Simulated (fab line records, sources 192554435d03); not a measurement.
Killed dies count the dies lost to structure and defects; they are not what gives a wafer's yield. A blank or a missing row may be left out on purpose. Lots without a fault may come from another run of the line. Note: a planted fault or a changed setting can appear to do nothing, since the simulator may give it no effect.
8D (eight disciplines) problem report, filled in by code / flow n5_finfet / the parts of the form that need people (team, actions taken, sign-off) are left out

== 1. PROBLEM STATEMENT ==
At N5_BEOL_M8_PECVD_70, susceptor_temp_C averages 407.69 C over 6 wafers from 2 lots, while fault-free wafers read 400.00 C, standard deviation 0.22. Measured from the usual mean, that is +35 standard deviations.
The step: deposits SiO2 from TEOS/O2, target thk 20 nm, time 22.7 s.
First seen on wafer L391.4, day 14 04:29, on pecvd-04. The record holds 33 wafers of 11 lots with a number at this step. By rule, "out" or "out of limits" means more than 4 standard deviations away from the usual mean. All remaining wafers that have a number are taken as sound.

== 2. WHAT IT IS, WHAT IT ISN'T ==
question=which readings at this step | is=susceptor_temp_C | is not=heater_power_w, showerhead_plenum_p_Torr, throttle_valve_pct
question=which lots | is=L390, L391 | is not=L376, L378, L379, L380, L382, L383, L387, L397, L399
question=which wafers of those lots | is=all that have a number | is not=-
question=read on which tools | is=pecvd-04 | is not=pecvd-01, pecvd-02
question=when | is=from day 14 04:29 | is not=up to then (21 sound wafers); but 6 sound wafers of L397, L399 came after

== 3. WHAT RULES OUT EACH SUSPECT ==
Counting: any tool at a process step up to the reading is kept as a suspect provided that every lot that is out went through it and no sound lot did after the first of them.
- ald_metal-02 at N5_BEOL_M7_ALD_77 (deposits TaN, target thk 2 nm, pulse time 2 s, purge time 3 s): ruled out as a lasting fault. Sound lots L397 ran on it after its first lot that is out, L391 (day 14 01:40).
- pecvd-04 at N5_BEOL_M8_PECVD_70 (deposits SiO2 from TEOS/O2, target thk 20 nm, time 22.7 s): kept. It ran every lot that is out, first L391 (day 14 04:29), and no sound lot after that; its last sound lot up to then is L387 (day 12 22:08). Its own susceptor_temp_C readings are out on those wafers.
Left after counting: pecvd-04 at N5_BEOL_M8_PECVD_70.

== 4. THE CAUSE (what the simulator had put in) ==
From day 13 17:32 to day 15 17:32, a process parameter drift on pecvd-04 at N5_BEOL_M8_PECVD_70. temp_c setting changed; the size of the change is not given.
This tool alone remained once counting was done.

== 5. THE EFFECT CHAIN, in route order ==
One row per reading whose mean, taken over the struck wafers that have a number, lies over 3 standard deviations from the usual. Readings are gone through only where the record gives a usual standard deviation; hours: the median, over the lots, of the time from a lot's start at the first step in this table giving one to that lot's start at this step; sigmas: the change measured in usual standard deviations.
hours=0; step=N5_BEOL_M8_PECVD_70; reading=susceptor_temp_C; usual=400.00 C; on struck wafers=407.69; change=+7.69; sigmas=+35
Here are the process steps it includes:
- N5_BEOL_M8_PECVD_70: deposits SiO2 from TEOS/O2, target thk 20 nm, time 22.7 s.
Later steps that measure or inspect, where all struck wafers having a row at the step show a number for every such reading and not one has moved that far: N5_BEOL_M8_OVL_MEAS_12.

== 6. HOW IT WOULD HAVE BEEN CAUGHT EARLIER ==
In this record the first reading out of limits was taken at day 14 04:29, 11 hours after the fault began at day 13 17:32.
